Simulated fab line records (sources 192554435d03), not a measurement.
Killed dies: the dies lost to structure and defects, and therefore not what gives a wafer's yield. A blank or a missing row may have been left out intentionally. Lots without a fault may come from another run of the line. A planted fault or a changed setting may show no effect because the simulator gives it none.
Chamber matching ; flow n5Finfet ; rieDiel-05 running N5_BEOL_M14_ETCH_68: 4 sister chambers
The step etches SOC in N2/H2, time 450 s. 4 wafers are shown with their chamber, then 11 later ones without.

== WAFERS PAIRED WITH THEIR CHAMBERS ==
wafer;chamber;showerheadPlenumPTorr (Torr)
L084.1;0;2.72
L087.5;2;2.71
L087.6;1;2.50
L089.1;3;2.58

== WAFERS WITHOUT THEIR CHAMBER ==
wafer;showerheadPlenumPTorr (Torr)
L089.3;2.71
L089.4;2.72
L090.3;2.50
L090.5;2.58
L090.6;2.71
L092.2;2.70
L092.4;2.58
L092.6;2.71
L096.1;2.57
L096.4;2.50
L096.6;2.70

== WHICH CHAMBER EACH WENT THROUGH ==
wafer;from the rows above;in truth
L089.3;can't be placed: 2 or 0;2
L089.4;can't be placed: 0 or 2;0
L090.3;1;1
L090.5;3;3
L090.6;can't be placed: 2 or 0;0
L092.2;can't be placed: 2 or 0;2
L092.4;3;3
L092.6;can't be placed: 2 or 0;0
L096.1;3;3
L096.4;1;1
L096.6;can't be placed: 2 or 0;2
5 of 11 placed correctly. Unplaceable from these rows: 6, with the true chamber sitting among the candidates in 6. Wrongly placed: 0.
How it was worked out, from the rows above alone: a wafer's distance from a chamber is the root of the sum, over the readings, of the square of ((its reading less the chamber's mean) divided by the reading's scatter). If the next closest chamber is less than 2 further off than the closest, the wafer can't be placed; otherwise it belongs to the closest. Each chamber's mean is taken over the wafers shown for it. The scatter: root of mean squared gap, hidden wafer to nearest shown wafer, with one shown wafer a chamber.
